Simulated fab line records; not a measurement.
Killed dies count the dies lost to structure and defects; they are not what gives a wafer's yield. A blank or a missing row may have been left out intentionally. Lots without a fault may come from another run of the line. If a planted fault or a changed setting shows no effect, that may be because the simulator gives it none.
A lot that was struck, set against a sound lot | flow n5 finfet | 28 steps out of a route of 1938
Sound: wafers L432.2, L432.4, L432.6. Struck: wafers L439.2, L439.4, L439.5. At the end, the cause is stated.
For every step that has rows: the tool of each side, followed by ch and its chambers, followed by its first start. Under that, the readings that differ: sound wafers | struck wafers | difference of the means | sigmas: that difference in standard deviations of wafers without a fault.
alike: readings with means less than 2 such deviations apart, plus words and numbers identical on both sides. not compared: withheld readings, readings lacking a value on some wafer, bounds such as >300 that could conceal the same value, and numbers that have no deviation in the record and whose values overlap.
A row with sigmas, a row that says differs or no value, or rows on one side alone: a step with any of these is where the two part. Numbers that don't overlap but have no deviation are shown without sigmas and don't part them. A reading that every wafer of one side lacks parts them only if that side has two wafers or more.

first, 3 steps without rows for these wafers: N5_FIN_SAQP_PRECLEAN_44 (cleans in SC2, time 45 s); N5_FIN_SAQP_SRD_01 (time 30 s); N5_FIN_SAQP_ALD_61 (deposits SiO2, target thk 4 nm, pulse time 1 s, purge time 2 s).
N5_FIN_SAQP_DENSIFY_62: time 60 s.
  sound on rtp anneal-02 ch 0, day 2 03:20; struck on rtp anneal-02 ch 0, day 3 20:44
  alike: lamp power pct, wafer_temp_C_max
then, 1 step without rows for these wafers: N5_FIN_SAQP_HM_DEP_03 (deposits SiNx from SiH4/NH3/N2, target thk 38 nm, time 33.6 s).
N5_FIN_SAQP_THK_MEAS_05:
  sound on film metro-02 at day 2 03:36; struck on film metro-02 at day 3 21:00
  alike: thk nm
N5_FIN_SAQP_PECVD_47: deposits a-Si from SiH4/He, target thk 45 nm, time 36.3 s.
  sound on pecvd-02 ch 0,1, day 2 03:38; struck on pecvd-03 ch 1,2, day 3 21:02
  alike: heater power w, showerhead plenum p Torr, throttle valve pct
then, 2 steps without rows for these wafers: N5_FIN_SAQP_PECVD_48 (deposits SiNx from SiH4/NH3/N2, target thk 25 nm, time 22.1 s); N5_FIN_SAQP_PECVD_06 (deposits a-Si from SiH4/He, target thk 60 nm, time 48.1 s).
N5_FIN_SAQP_THK_MEAS_07:
  sound on film metro-02 at day 2 03:52; struck on film metro-02 at day 3 21:13
  alike: thk nm
N5_FIN_SAQP_HM_DEP_72: deposits SiO2 from SiH4/N2O, target thk 12 nm, time 7.2 s.
  sound on pecvd-03 ch 1,2, day 2 03:55; struck on pecvd-01 ch 0,1,2, day 3 21:15
  alike: heater power w, showerhead plenum p Torr
then, 1 step without rows for these wafers: N5_FIN_SAQP_COAT_49 (time 60 s, resist thk 100 nm).
N5_FIN_SAQP_COAT_50: time 60 s, resist thk 35 nm.
  sound on litho track-03 ch 0, day 2 03:59; struck on litho track-03 ch 0, day 3 21:20
  reading                                     | sound                | struck               | difference | sigmas
  spin speed rpm (rpm)                        | 1499.6 1499.2 1498.5 | 1271.6 1271.8 1272.7 | -227.1     | -99 or more
  model.SiARC_of_FIN_SAQP_COAT_50.thk nm (nm) | 34.95 34.9 34.86     | 38.14 38.05 38.09    | +3.19      |
  alike: dispense pressure kPa
then, 6 steps without rows for these wafers: N5_FIN_SAQP_COAT_10 (resist thk 90 nm); N5_FIN_SAQP_EBR_12; N5_FIN_SAQP_SOFTBAKE_11 (time 60 s); N5_FIN_SAQP_EXPOSE_13 (exposes mask FIN CORE, target cd 35.6 nm); N5_FIN_SAQP_PEB_14 (peb time 60 s); N5_FIN_SAQP_DEVELOP_15 (develop time 30 s).
N5_FIN_SAQP_CD_MEAS_16: target cd 35.6 nm.
  sound on cd sem-03 ch 0, day 2 04:22; struck on cd sem-01 ch 0, day 3 21:42
  alike: cd nm
N5_FIN_SAQP_OVL_MEAS_17:
  sound on overlay-02 ch 0, day 2 04:24; struck on overlay-02 ch 0, day 3 21:44
  alike: FIN_CORE_OVL
N5_FIN_SAQP_INSPECT_18: inspects for defects (brightfield).
  sound on defect inspect-02 at day 2 04:25; struck on defect inspect-01 at day 3 21:46
  alike: raw defect count
N5_FIN_SAQP_DESCUM_21: chemistry O2, time 7.9 s.
  sound on rie diel-01 ch 0,2, day 2 04:27; struck on rie diel-06 ch 0,1,2, day 3 21:47
  alike: drypump motor current A, o2 flow sccm, oes product au, rf vpp V, showerhead plenum p Torr, temp c, throttle valve pct
  not compared: rf hours counter h
N5_FIN_SAQP_ETCH_51: etches SiARC in CF4, target depth 45.5 nm, time 75.8 s.
  sound on rie diel-01 ch 0,2, day 2 04:29; struck on rie diel-06 ch 0,1,2, day 3 21:50
  reading                                       | sound             | struck            | difference | sigmas
  etch rf on time s (s)                         | 75.4 74.9 77.5    | 81.9 82.8 78.8    | +5.2       | +3
  model.etch.depth nm (nm)                      | 34.95 34.9 34.86  | 38.14 38.05 38.09 | +3.19      |
  model.CAR-ArF_of_FIN_SAQP_COAT_10.thk nm (nm) | 50.81 51.15 51.39 | 47.89 47.99 48.21 | -3.09      |
  alike: drypump motor current A, oes product au, rf vpp V, showerhead plenum p Torr, throttle valve pct
  not compared: rf hours counter h
N5_FIN_SAQP_ETCH_52: etches SOC in N2/H2, target depth 100 nm, overetch 20 nm, time 150 s.
  sound on rie diel-01 ch 0,2, day 2 04:33; struck on rie diel-06 ch 0,1,2, day 3 21:53
  alike: drypump motor current A, oes product au, rf vpp V, showerhead plenum p Torr, temp c, throttle valve pct
  not compared: rf hours counter h
then, 1 step without rows for these wafers: N5_FIN_SAQP_STRIP_53 (strips in N2/H2).
N5_FIN_SAQP_HM_OPEN_73: chemistry CHF3/O2, target SiO2, stops on a-Si, target depth 12 nm, time 16.8 s.
  sound on rie diel-01 ch 0,2, day 2 04:39; struck on rie diel-06 ch 0,1,2, day 3 21:59
  reading                                     | sound             | struck           | difference | sigmas
  model.SiARC_of_FIN_SAQP_COAT_50.thk nm (nm) | 5.416 5.196 6.112 | 8.89 8.081 6.943 | +2.40      |
  alike: drypump motor current A, oes product au, rf vpp V, showerhead plenum p Torr, throttle valve pct
  not compared: rf hours counter h
then, 1 step without rows for these wafers: N5_FIN_SAQP_STRIP_74 (strips in CHF3/O2).

## WHERE THEY PART
First at N5_FIN_SAQP_COAT_50; last, within this record, at N5_FIN_SAQP_ETCH_51. Later steps at which nothing parts them and some readings are alike: N5_FIN_SAQP_ETCH_52, N5_FIN_SAQP_HM_OPEN_73.

WHY: what had been put in by the simulator
Process parameters drifting: litho track-03 at N5_FIN_SAQP_COAT_50, beginning at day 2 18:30. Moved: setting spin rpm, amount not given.
